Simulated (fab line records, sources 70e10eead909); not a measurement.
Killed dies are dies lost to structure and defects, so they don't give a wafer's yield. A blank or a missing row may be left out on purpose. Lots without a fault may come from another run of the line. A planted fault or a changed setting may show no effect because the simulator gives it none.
Problem report in the 8D (eight disciplines) form, filled by code | flow nand_harc | the parts of the form that need people (team, actions taken, sign-off) are left out

1. THE PROBLEM
killed_dies at NHARC_END_SORT_01 reads a mean of 167 on 2 wafers of 2 lots; wafers without a fault read 67 with a standard deviation of 17. That is +5.9 standard deviations from the usual mean.
First seen on wafer L637.2, day 27 14:25, on prober-02. The record holds 6 wafers of 2 lots with a number at this step. Rule for "out", or "out of limits": more than 4 standard deviations from the usual mean. The other wafers with a number count as sound.

2. WHAT IT IS AND WHAT IT IS NOT
question                    | is                           | is not
which readings at this step | killed_dies, killed_at_array | killed_at_other, killed_at_periphery, killed_open
which lots                  | L637, L638                   | -
which wafers of those lots  | L637.2, L638.2               | L637.1, L637.6, L638.1, L638.4
read on which gauges        | prober-02                    | -
when                        | from day 27 14:25            | up to then (1 sound wafer); but 3 sound wafers of L637, L638 came after

3. SUSPECTS, AND WHAT RULES EACH OUT
Counting: a tool at a process step up to the reading stays a suspect if it ran every lot that is out. Sound lots after the first of them don't rule it out here, since some wafers of a struck lot are sound.
- the gauge at NHARC_END_SORT_01: kept. All the wafers that are out were read on prober-02, and no step on other tools shows them out.
- plasma_asher-01 at NHARC_A_WL_FILL_STRIP_27 (strips in N2/H2, time 20 s): kept. It ran every lot that is out, first L637 (day 23 11:57).
- cmp-01 at NHARC_THIN_TSV_CMP_01 (polishes): kept. It ran every lot that is out, first L637 (day 26 21:27).
- Within plasma_asher-01 at NHARC_A_WL_FILL_STRIP_27: the wafers that are out ran in chamber 1; their sound lot-mates ran in chamber 0.
Left after counting: plasma_asher-01 at NHARC_A_WL_FILL_STRIP_27, cmp-01 at NHARC_THIN_TSV_CMP_01, prober-02 at NHARC_END_SORT_01.

4. THE CAUSE (what the simulator had put in)
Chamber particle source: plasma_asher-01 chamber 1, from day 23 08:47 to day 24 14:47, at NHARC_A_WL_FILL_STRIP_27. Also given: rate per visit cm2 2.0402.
Counting left 3 suspects, and this tool is among them.

5. THE CHAIN OF EFFECTS, in route order
Each row: a reading whose mean over the struck wafers that have a number lies more than 3 standard deviations from the usual. Only readings for which the record gives a usual standard deviation are gone through. hours: the time from each lot's start at the first step in this table that gives one to its start at this step, as a median over the lots. sigmas: the change in usual standard deviations.
hours | step              | reading         | usual | on struck wafers | change | sigmas
0     | NHARC_END_SORT_01 | killed_at_array | 62    | 164              | +102   | +5.7
0     | NHARC_END_SORT_01 | killed_dies     | 67    | 167              | +100   | +5.9

6. WHAT WOULD HAVE CAUGHT IT SOONER
In this record the first reading out of limits at a measuring or inspecting step was taken at day 27 14:25, 102 hours after the fault began at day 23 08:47.
Of the tool readings at NHARC_A_WL_FILL_STRIP_27 for which the record gives a usual standard deviation, none was out on any struck wafer, so an alarm limit of 4 standard deviations on them would not have fired.
All the lots that are out (2) had begun NHARC_A_WL_FILL_STRIP_27 on plasma_asher-01 by day 27 14:25. A hold on the tool at that time would have spared none of them.
